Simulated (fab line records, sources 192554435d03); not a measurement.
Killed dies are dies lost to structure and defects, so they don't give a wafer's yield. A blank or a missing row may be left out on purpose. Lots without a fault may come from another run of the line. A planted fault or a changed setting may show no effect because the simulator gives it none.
A struck lot beside a sound one | flow n5_finfet | 37 steps out of a route of 1938
Sound: wafers L958.2, L958.5, L958.6. Struck: wafer L964.6. (L964.2 of the same lot was not struck and is left out.) The cause comes at the end.
At each step with rows: each side's tool, then ch and its chambers, then its first start. Under that, the readings that differ: sound wafers | struck wafers | difference of the means | sigmas: that difference in standard deviations of wafers without a fault.
alike: readings whose means differ by less than 2 such deviations, and words and numbers that are the same on both sides. not compared: withheld readings, readings that some wafer has no value for, bounds like >300 that may hide the same value, and numbers for which the record gives no deviation and whose values overlap.
The two part at a step that has a row with sigmas, a row that says differs or no value, or rows on one side only. Numbers that don't overlap but have no deviation are shown without sigmas and don't part them. A reading that every wafer of one side lacks parts them only if that side has two wafers or more.

first, 9 steps without rows for these wafers: N5_PMOS_HMC_CHANNEL_EPI_EXPOSE_06 (exposes mask PMOS HMC BLK, target cd 240 nm); N5_PMOS_HMC_CHANNEL_EPI_PEB_07 (peb time 60 s); N5_PMOS_HMC_CHANNEL_EPI_DEVELOP_08 (develop time 30 s); N5_PMOS_HMC_CHANNEL_EPI_DESCUM_14 (chemistry O2, time 7.9 s); N5_PMOS_HMC_CHANNEL_EPI_ETCH_32 (etches BARC in N2/H2, stops on SiO2, target depth 85.8 nm, time 50.3 s); N5_PMOS_HMC_CHANNEL_EPI_HM_OPEN_15 (chemistry CHF3/O2, target SiO2, target depth 40.6 nm, time 20.3 s); N5_PMOS_HMC_CHANNEL_EPI_STRIP_33 (strips in N2/H2); N5_PMOS_HMC_CHANNEL_EPI_STRIP_17 (strips in SPM, time 750 s); N5_PMOS_HMC_CHANNEL_EPI_ETCH_38 (etches SiO2 in CF4, target depth 1.5 nm).
N5_PMOS_HMC_CHANNEL_EPI_FIN_RECESS_16: chemistry HBr/Cl2, target Si, target depth 54 nm, time 18 s.
  sound on rie_si-05 ch 0,1, day 1 17:41; struck on rie_si-05 ch 1, day 3 05:57
  reading                                          | sound             | struck | difference | sigmas
  oes_product_au (a.u.)                            | 0.956 0.951 1.042 | 1.039  | +0.056     | +2
  model.PMOS_HMC_CHANNEL_EPI.feature_depth_nm (nm) | 52.11 52.04 56.38 | 41.05  | -12.46     |
  model.etch.depth_nm (nm)                         | 52.11 52.04 56.38 | 41.05  | -12.46     |
  alike: drypump_motor_current_A, throttle_valve_pct
  not compared: rf_hours_counter_h
then, 7 steps without rows for these wafers: N5_PMOS_HMC_CHANNEL_EPI_PRECLEAN_36 (cleans in O3/DIW, time 45 s); N5_PMOS_HMC_CHANNEL_EPI_PRECLEAN_18 (cleans in DHF, time 30 s); N5_PMOS_HMC_CHANNEL_EPI_SRD_19 (time 30 s); N5_PMOS_HMC_CHANNEL_EPI_EPI_20 (deposits SiGe30, target thk 59 nm); N5_PMOS_HMC_CHANNEL_EPI_HM_STRIP_35 (strips SiO2 in dHF, material SiO2, target depth 39.6 nm, time 216 s); N5_PMOS_HMC_CHANNEL_EPI_SRD_39 (time 30 s); N5_PMOS_HMC_CHANNEL_EPI_CMP_21 (polishes SiGe30, target thk 54 nm).
N5_PMOS_HMC_CHANNEL_EPI_THK_MEAS_22:
  sound on film_metro-01, day 1 19:53; struck on film_metro-02, day 3 07:45
  reading          | sound          | struck | difference | sigmas
  HMC_CMP_THK (nm) | 52.2 52.2 56.3 | 41.0   | -12.6      | -10
then, 17 steps without rows for these wafers: N5_PMOS_HMC_CHANNEL_EPI_PRECLEAN_40 (cleans in DHF, time 30 s); N5_PMOS_HMC_CHANNEL_EPI_PRECLEAN_37 (cleans in O3/DIW, time 45 s); N5_PMOS_HMC_CHANNEL_EPI_PRECLEAN_24 (cleans in DHF, time 30 s); N5_PMOS_HMC_CHANNEL_EPI_SRD_25 (time 30 s); N5_PMOS_HMC_CHANNEL_EPI_EPI_26 (deposits Si from SiH4/H2, target thk 3.8 nm, time 22.7 s); N5_FIN_SAQP_PRECLEAN_42 (cleans in O3/DIW, time 60 s); N5_FIN_SAQP_PRECLEAN_00 (cleans in SC1, time 60 s); N5_FIN_SAQP_PRECLEAN_44 (cleans in SC2, time 45 s); N5_FIN_SAQP_SRD_01 (time 30 s); N5_FIN_SAQP_ALD_61 (deposits SiO2, target thk 4 nm, pulse time 1 s, purge time 2 s); N5_FIN_SAQP_DENSIFY_62 (time 60 s); N5_FIN_SAQP_HM_DEP_03 (deposits SiNx from SiH4/NH3/N2, target thk 38 nm, time 33.6 s); N5_FIN_SAQP_PECVD_47 (deposits a-Si from SiH4/He, target thk 45 nm, time 36.3 s); N5_FIN_SAQP_PECVD_48 (deposits SiNx from SiH4/NH3/N2, target thk 25 nm, time 22.1 s); N5_FIN_SAQP_PECVD_06 (deposits a-Si from SiH4/He, target thk 60 nm, time 48.1 s); N5_FIN_SAQP_HM_DEP_72 (deposits SiO2 from SiH4/N2O, target thk 12 nm, time 7.2 s); N5_FIN_SAQP_COAT_49 (time 60 s, resist thk 100 nm).
-- the record jumps here: 7 days lie between the struck wafers' starts before and after (it left off in module FIN_SAQP and takes up again in module BEOL_M4, whose first step shown is number 1111 of the route) --
N5_BEOL_M4_RC_MEAS_101:
  sound on prober-01 ch 0, day 7 20:23; struck on prober-02 ch 0, day 10 10:23
  reading        | sound          | struck | difference | sigmas
  DIBL_N (mV/V)  | 35.9 39.3 35.1 | 31.0   | -5.8       | -2
  DIBL_P (mV/V)  | 38 40 36       | 31     | -7         | -2
  IOFF_P (nA/um) | 0.28 0.33 0.26 | 0.13   | -0.16      | -3
  ION_P (uA/um)  | 470 470 472    | 414    | -57        | -5
  SS_N (mV/dec)  | 71.6 72.7 71.6 | 70.2   | -1.8       | -2
  VT_P (mV)      | -246 -243 -245 | -259   | -14        | -3
  alike: IOFF_N, ION_N, SS_P, VT_N
-- the record jumps here: 4 days lie between the struck wafers' starts before and after (it left off in module BEOL_M4 and takes up again in module PASSIVATION, whose first step shown is number 1936 of the route) --
N5_PASSIVATION_PROBE_49:
  sound on prober-01, day 12 07:43; struck on prober-01, day 14 19:34
  reading              | sound          | struck | difference | sigmas
  sort_bin_8_speed (%) | 0 0 0          | 89.1   | +89.1      | +99 or more
  sort_n_pass          | 1049 1084 1096 | 15     | -1061      | -62
  sort_yield_pct (%)   | 88.9 91.9 92.9 | 1.3    | -89.9      | -60
  alike: defect_limited_yield, killed_at_M0_to_M3, killed_at_M4_up, killed_at_contacts, killed_at_front_end, killed_at_other, killed_dies, killed_open, killed_short, sort_bin_5_function, sort_bin_6_memory

WHERE THEY PART
First at N5_PMOS_HMC_CHANNEL_EPI_FIN_RECESS_16; last, within this record, at N5_PASSIVATION_PROBE_49.

WHY: what the simulator had put in
Process parameter drift: rie_si-05, from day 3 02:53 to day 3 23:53, at N5_PMOS_HMC_CHANNEL_EPI_FIN_RECESS_16. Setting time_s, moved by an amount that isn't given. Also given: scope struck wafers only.
